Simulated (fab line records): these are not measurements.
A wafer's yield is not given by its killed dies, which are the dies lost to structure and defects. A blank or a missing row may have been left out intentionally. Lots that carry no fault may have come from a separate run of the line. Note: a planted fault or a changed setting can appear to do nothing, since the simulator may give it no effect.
Tool commonality check -- flow nand-harc -- 7 lots, 21 wafers sampled

## REASON IT WAS OPENED
On 2 of the 7 lots, a flag is raised at NHARC_END_SORT_01 on the reading killed-at-periphery. Wafers without a fault read 3.6, standard deviation 2.5.
Rule: a lot is flagged when every wafer of it that has a number lies more than 4 standard deviations from that mean, or none has a number. As for the other lots, they are considered sound.

lot,measured,on,"killed-at-periphery, wafer by wafer",flag
L932,day 21 05:14,prober-01,3 4 2,
L935,day 21 22:17,prober-02,9 6 9,
L934,day 21 22:28,prober-01,3 6 5,
L939,day 22 12:20,prober-02,1 0 1,
L942,day 23 03:11,prober-01,2 5 1,
L944,day 23 12:02,prober-02,96 105 96,FLAGGED
L945,day 23 19:44,prober-02,91 96 92,FLAGGED
The mean of the flagged lots' numbers is 96.0, +92.4 from the usual (+37 standard deviations).

## LOT BY LOT: THE TOOL USED
Before the reading, the record contains 4 process steps out of a 1159-step route. Every cell lists first the tool, next ch and the chambers used by the sampled wafers, and last the start.
lot,flag,NHARC_P_M0_ETCH_15,NHARC_A_M1_DEP_33,NHARC_THIN_TSV_PVD_51,NHARC_THIN_TSV_PRE_CLEAN_54
L932,,"rie-diel-09 ch 0,1,3, day 7 07:10","pecvd-03 ch 1,2, day 19 11:07","pvd-sputter-02, day 20 09:50 or earlier","pvd-sputter-01, day 20 09:50"
L935,,"rie-diel-09 ch 0,3, day 7 17:28","pecvd-02 ch 0,1,2, day 19 16:23","pvd-sputter-02, day 20 18:11 or earlier","pvd-sputter-02, day 20 18:11"
L934,,"rie-diel-02 ch 0,2,3, day 7 17:19","pecvd-03 ch 0,1,2, day 19 22:37","pvd-sputter-03, day 21 01:58 or earlier","pvd-sputter-03, day 21 01:58"
L939,,"rie-diel-09 ch 0,2,3, day 9 03:35","pecvd-02 ch 0,1,2, day 20 19:43","pvd-sputter-02, day 21 19:58 or earlier","pvd-sputter-03, day 21 19:58"
L942,,"rie-diel-02 ch 0,1,2, day 9 22:11","pecvd-03 ch 0,1, day 21 18:09","pvd-sputter-02, day 22 17:00 or earlier","pvd-sputter-02, day 22 17:00"
L944,FLAGGED,"rie-diel-09 ch 1,2,3, day 10 00:39","pecvd-02 ch 0,1,2, day 22 04:36","pvd-sputter-01, day 23 04:44 or earlier","pvd-sputter-03, day 23 04:44"
L945,FLAGGED,"rie-diel-09 ch 1,2,3, day 10 07:43","pecvd-03 ch 0,1,2, day 22 08:09","pvd-sputter-03, day 23 03:31 or earlier","pvd-sputter-02, day 23 03:31"
What the steps here do:
- NHARC_P_M0_ETCH_15: etches the open film in C4F8/Ar, target depth 150 nm, overetch 15 nm, time 82.5 s.
- NHARC_A_M1_DEP_33: deposits SiCN, target thk 30 nm.
- NHARC_THIN_TSV_PVD_51: deposits Cu, target thk 100 nm.
- NHARC_THIN_TSV_PRE_CLEAN_54: time 30 s.
- NHARC_END_SORT_01

## FLAGGED OVER TOTAL, TOOL BY TOOL (the gauges that took the reading come last)
step,tool,lots run,flagged,share of the flagged lots,sound lots run after its first flagged lot
NHARC_P_M0_ETCH_15,rie-diel-02,2,0,none,-
NHARC_P_M0_ETCH_15,rie-diel-09,5,2,all,0
NHARC_A_M1_DEP_33,pecvd-02,3,1,some,0
NHARC_A_M1_DEP_33,pecvd-03,4,1,some,0
NHARC_THIN_TSV_PVD_51,pvd-sputter-01,1,1,some,0
NHARC_THIN_TSV_PVD_51,pvd-sputter-02,4,0,none,-
NHARC_THIN_TSV_PVD_51,pvd-sputter-03,2,1,some,0
NHARC_THIN_TSV_PRE_CLEAN_54,pvd-sputter-01,1,0,none,-
NHARC_THIN_TSV_PRE_CLEAN_54,pvd-sputter-02,3,1,some,0
NHARC_THIN_TSV_PRE_CLEAN_54,pvd-sputter-03,3,1,some,0
NHARC_END_SORT_01,prober-01,3,0,none,-
NHARC_END_SORT_01,prober-02,4,2,all,0
NHARC_THIN_TSV_PVD_51: start missing for some lots; hours and lot order therefore follow NHARC_THIN_TSV_PRE_CLEAN_54.

## WHAT THE TABLE PERMITS
Table rows that saw every flagged lot: 2, namely rie-diel-09 at NHARC_P_M0_ETCH_15 and prober-02 at NHARC_END_SORT_01.
- rie-diel-09 at NHARC_P_M0_ETCH_15 ran 5 lots, 2 of them flagged. It ran its last sound lot, L939, at day 9 03:35 and its first flagged lot, L944, at day 10 00:39: a fault with its onset between the two fits.
- prober-02 at NHARC_END_SORT_01 ran 4 lots, 2 of them flagged. It ran its last sound lot, L939, at day 22 12:20 and its first flagged lot, L944, at day 23 12:02: a fault with its onset between the two fits.
Because each of these 2 tools fits a fault that began at some hour, counting lots does not separate them. More lots, or a look at what each step does to the wafer, might.

## WHAT HAD BEEN PUT IN BY THE SIMULATOR
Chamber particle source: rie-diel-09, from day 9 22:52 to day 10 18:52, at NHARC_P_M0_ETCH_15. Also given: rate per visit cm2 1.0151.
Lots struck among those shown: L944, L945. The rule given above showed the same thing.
